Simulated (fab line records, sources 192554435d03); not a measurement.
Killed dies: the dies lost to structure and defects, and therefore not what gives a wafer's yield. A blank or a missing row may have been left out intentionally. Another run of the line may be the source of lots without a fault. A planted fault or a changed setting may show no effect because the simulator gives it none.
Matching of chambers / flow n5Finfet / rieDiel-05 running N5_BEOL_M0_SAQP_STRIP_86: 4 sister chambers
The step strips in N2/H2. 14 wafers are shown with their chamber, then 7 later ones without.

## WAFERS, EACH WITH ITS CHAMBER
wafer=L687.3; chamber=2; drypumpMotorCurrentA (A)=5.7; showerheadPlenumPTorr (Torr)=3.22; throttleValvePct (%)=19.0
wafer=L687.4; chamber=0; drypumpMotorCurrentA (A)=5.0; showerheadPlenumPTorr (Torr)=3.47; throttleValvePct (%)=20.2
wafer=L687.6; chamber=0; drypumpMotorCurrentA (A)=5.0; showerheadPlenumPTorr (Torr)=3.47; throttleValvePct (%)=20.3
wafer=L688.2; chamber=1; drypumpMotorCurrentA (A)=6.2; showerheadPlenumPTorr (Torr)=3.42; throttleValvePct (%)=19.9
wafer=L688.5; chamber=2; drypumpMotorCurrentA (A)=5.7; showerheadPlenumPTorr (Torr)=3.22; throttleValvePct (%)=19.0
wafer=L688.6; chamber=1; drypumpMotorCurrentA (A)=6.2; showerheadPlenumPTorr (Torr)=3.42; throttleValvePct (%)=19.9
wafer=L689.1; chamber=3; drypumpMotorCurrentA (A)=5.3; showerheadPlenumPTorr (Torr)=3.20; throttleValvePct (%)=18.7
wafer=L689.3; chamber=2; drypumpMotorCurrentA (A)=5.7; showerheadPlenumPTorr (Torr)=3.22; throttleValvePct (%)=19.1
wafer=L689.5; chamber=3; drypumpMotorCurrentA (A)=5.4; showerheadPlenumPTorr (Torr)=3.20; throttleValvePct (%)=18.7
wafer=L694.1; chamber=3; drypumpMotorCurrentA (A)=5.4; showerheadPlenumPTorr (Torr)=3.20; throttleValvePct (%)=18.7
wafer=L694.4; chamber=1; drypumpMotorCurrentA (A)=6.2; showerheadPlenumPTorr (Torr)=3.41; throttleValvePct (%)=20.0
wafer=L694.6; chamber=2; drypumpMotorCurrentA (A)=5.7; showerheadPlenumPTorr (Torr)=3.21; throttleValvePct (%)=19.1
wafer=L699.4; chamber=0; drypumpMotorCurrentA (A)=5.0; showerheadPlenumPTorr (Torr)=3.46; throttleValvePct (%)=19.9
wafer=L699.5; chamber=3; drypumpMotorCurrentA (A)=5.4; showerheadPlenumPTorr (Torr)=3.19; throttleValvePct (%)=18.7

SIGNATURES (means of the wafers above)
reading=drypumpMotorCurrentA; chamber 0=5.000; chamber 1=6.200; chamber 2=5.700; chamber 3=5.375; scatter within a chamber=0.0274
reading=showerheadPlenumPTorr; chamber 0=3.4667; chamber 1=3.4167; chamber 2=3.2175; chamber 3=3.1975; scatter within a chamber=0.00532
reading=throttleValvePct; chamber 0=20.133; chamber 1=19.933; chamber 2=19.050; chamber 3=18.700; scatter within a chamber=0.102
Rule: for a wafer and a chamber, the distance is found by dividing, reading by reading, the gap between the wafer's reading and the chamber's mean by the reading's scatter, squaring, summing and taking the root. The wafer belongs to the nearest chamber; if the next one is less than 2 further off, it can't be placed. The scatter is the square root of a quotient: the sum, over the shown wafers, of each reading's squared deviation from its chamber's mean, divided by wafers minus chambers.

## WAFERS WITH NO CHAMBER GIVEN
wafer=L699.6; drypumpMotorCurrentA (A)=5.7; showerheadPlenumPTorr (Torr)=3.20; throttleValvePct (%)=19.1
wafer=L700.1; drypumpMotorCurrentA (A)=5.7; showerheadPlenumPTorr (Torr)=3.20; throttleValvePct (%)=19.1
wafer=L700.3; drypumpMotorCurrentA (A)=5.4; showerheadPlenumPTorr (Torr)=3.19; throttleValvePct (%)=18.8
wafer=L700.6; drypumpMotorCurrentA (A)=6.2; showerheadPlenumPTorr (Torr)=3.40; throttleValvePct (%)=20.0
wafer=L701.1; drypumpMotorCurrentA (A)=5.0; showerheadPlenumPTorr (Torr)=3.46; throttleValvePct (%)=20.0
wafer=L701.3; drypumpMotorCurrentA (A)=5.4; showerheadPlenumPTorr (Torr)=3.19; throttleValvePct (%)=18.7
wafer=L701.4; drypumpMotorCurrentA (A)=5.7; showerheadPlenumPTorr (Torr)=3.20; throttleValvePct (%)=19.1

## WHICH CHAMBER EACH ONE RAN IN
wafer=L699.6; from the rows above=2; in truth=2
wafer=L700.1; from the rows above=2; in truth=2
wafer=L700.3; from the rows above=3; in truth=3
wafer=L700.6; from the rows above=1; in truth=1
wafer=L701.1; from the rows above=0; in truth=0
wafer=L701.3; from the rows above=3; in truth=3
wafer=L701.4; from the rows above=2; in truth=2
Correctly placed: 7 of 7. Can't be placed from these rows: 0. Wrongly placed: 0.
